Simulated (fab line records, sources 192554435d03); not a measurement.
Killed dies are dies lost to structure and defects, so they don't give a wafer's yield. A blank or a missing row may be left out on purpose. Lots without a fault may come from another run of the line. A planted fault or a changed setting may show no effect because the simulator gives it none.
Split-lot experiment | flow n5_finfet | 7 lots, 39 wafers read, on a route of 1938 steps

THE SPLIT
At N5_BEOL_M10_ALD_74 (deposits TaN, target thk 2 nm, pulse time 2 s, purge time 3 s), the setting ald_cycles was moved away from the recipe's 40 on 18 of the 39 wafers read, by -52.5% to +60.0%. The other wafers ran this setting at the recipe's value.

The reading is taken at the split's own step.

THE READING
TaN_of_BEOL_M10_ALD_74.thk_nm (the simulator's own value, which no gauge read), in nm, at N5_BEOL_M10_ALD_74 (deposits TaN, target thk 2 nm, pulse time 2 s, purge time 3 s). The file gives no usual value for it.

wafer  | tool, chamber at the split | ald_cycles as run | against the recipe | TaN_of_BEOL_M10_ALD_74.thk_nm, nm | against lot-mates on the recipe
L083.1 | ald_metal-01, 0,1,3        | 40                | recipe             | 2                                 | -
L083.2 | ald_metal-01, 0,1,3        | 40                | recipe             | 2                                 | -
L083.4 | ald_metal-01, 0,1,3        | 40                | recipe             | 2                                 | -
L083.3 | ald_metal-01, 2,3,0        | 19                | -52.5%             | 1                                 | -1.0
L083.5 | ald_metal-01, 2,3,0        | 19                | -52.5%             | 1                                 | -1.0
L083.6 | ald_metal-01, 2,3,0        | 19                | -52.5%             | 1                                 | -1.0
L085.1 | ald_metal-01, 2,0,0        | 40                | recipe             | 2                                 | -
L085.2 | ald_metal-01, 2,0,0        | 40                | recipe             | 2                                 | -
L085.6 | ald_metal-01, 2,0,0        | 40                | recipe             | 2                                 | -
L085.3 | ald_metal-01, 1,3,1        | 27                | -32.5%             | 1.4                               | -0.6
L085.4 | ald_metal-01, 1,3,1        | 27                | -32.5%             | 1.4                               | -0.6
L085.5 | ald_metal-01, 1,3,1        | 27                | -32.5%             | 1.4                               | -0.6
L086.1 | ald_metal-01, 2,0,1        | 40                | recipe             | 2                                 | -
L086.3 | ald_metal-01, 2,0,1        | 40                | recipe             | 2                                 | -
L086.4 | ald_metal-01, 2,0,1        | 40                | recipe             | 2                                 | -
L086.2 | ald_metal-01, 3,1          | 58                | +45.0%             | 2.8                               | +0.8
L086.5 | ald_metal-01, 3,1          | 58                | +45.0%             | 2.8                               | +0.8
L086.6 | ald_metal-01, 2            | 58                | +45.0%             | 3                                 | +1.0
L087.1 | ald_metal-04, 0,2,2        | 40                | recipe             | 2                                 | -
L087.2 | ald_metal-04, 0,2,2        | 40                | recipe             | 2                                 | -
L087.6 | ald_metal-04, 0,2,2        | 40                | recipe             | 2                                 | -
L087.3 | ald_metal-04, 3,1,3        | 64                | +60.0%             | 3.2                               | +1.2
L087.4 | ald_metal-04, 3,1,3        | 64                | +60.0%             | 3.2                               | +1.2
L087.5 | ald_metal-04, 3,1,3        | 64                | +60.0%             | 3.2                               | +1.2
L088.1 | ald_metal-03, 0,3,3        | 40                | recipe             | 2                                 | -
L088.4 | ald_metal-03, 0,3,3        | 40                | recipe             | 2                                 | -
L088.5 | ald_metal-03, 0,3,3        | 40                | recipe             | 2                                 | -
L091.1 | ald_metal-04, 2,1,1        | 40                | recipe             | 2                                 | -
L091.3 | ald_metal-04, 2,1,1        | 40                | recipe             | 2                                 | -
L091.6 | ald_metal-04, 2,1,1        | 40                | recipe             | 2                                 | -
L091.2 | ald_metal-04, 0,3,0        | 49                | +22.5%             | 2.4                               | +0.4
L091.4 | ald_metal-04, 0,3,0        | 49                | +22.5%             | 2.4                               | +0.4
L091.5 | ald_metal-04, 0,3,0        | 49                | +22.5%             | 2.4                               | +0.4
L095.1 | ald_metal-03, 0,3,1        | 28                | -30.0%             | 1.4                               | -0.6
L095.2 | ald_metal-03, 0,3,1        | 28                | -30.0%             | 1.4                               | -0.6
L095.3 | ald_metal-03, 0,3,1        | 28                | -30.0%             | 1.4                               | -0.6
L095.4 | ald_metal-03, 2,0,1        | 40                | recipe             | 2                                 | -
L095.5 | ald_metal-03, 2,0,1        | 40                | recipe             | 2                                 | -
L095.6 | ald_metal-03, 2,0,1        | 40                | recipe             | 2                                 | -
Where a row lists several chambers, the file gives one row for several wafers and doesn't say which wafer went through which chamber.

THE FIT
A straight line over all 39 wafers: TaN_of_BEOL_M10_ALD_74.thk_nm changes by +0.0194 nm for each +1% of ald_cycles; r = +1.00; the points scatter about the line by 0.033 nm.
The same after taking each lot's own level away (the mean of its wafers on the recipe; 39 wafers): +0.0194 nm for each +1%; r = +1.00; scatter 0.033 nm.
On that fit, the largest move of ald_cycles shifts the reading by 1.2 nm.
The lots' own levels span 2.00 to 2.00 nm.
So the lot-to-lot level changes the slope little: the two slopes agree.
Check: with one of the wafers moved furthest among these (+60.0%) left out of the fit, the line predicts +1.16 nm for it against its lot-mates. It came out at +1.2 nm against them.

OTHER SPLITS ON THESE WAFERS
These wafers also went through other splits before the reading. Each is held against what the fit with the lots' levels taken away leaves over:
other split on the same wafers | wafers away from the commonest value | r with TaN_of_BEOL_M10_ALD_74.thk_nm (lot level and that fit taken away)
N5_BEOL_M9_ILD_DEP_00 time_s   | 18                                   | +0.24

THE FILE'S OWN FIT
TaN_of_BEOL_M10_ALD_74.thk_nm changes by +0.0194 nm for each +1% of ald_cycles, r = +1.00.
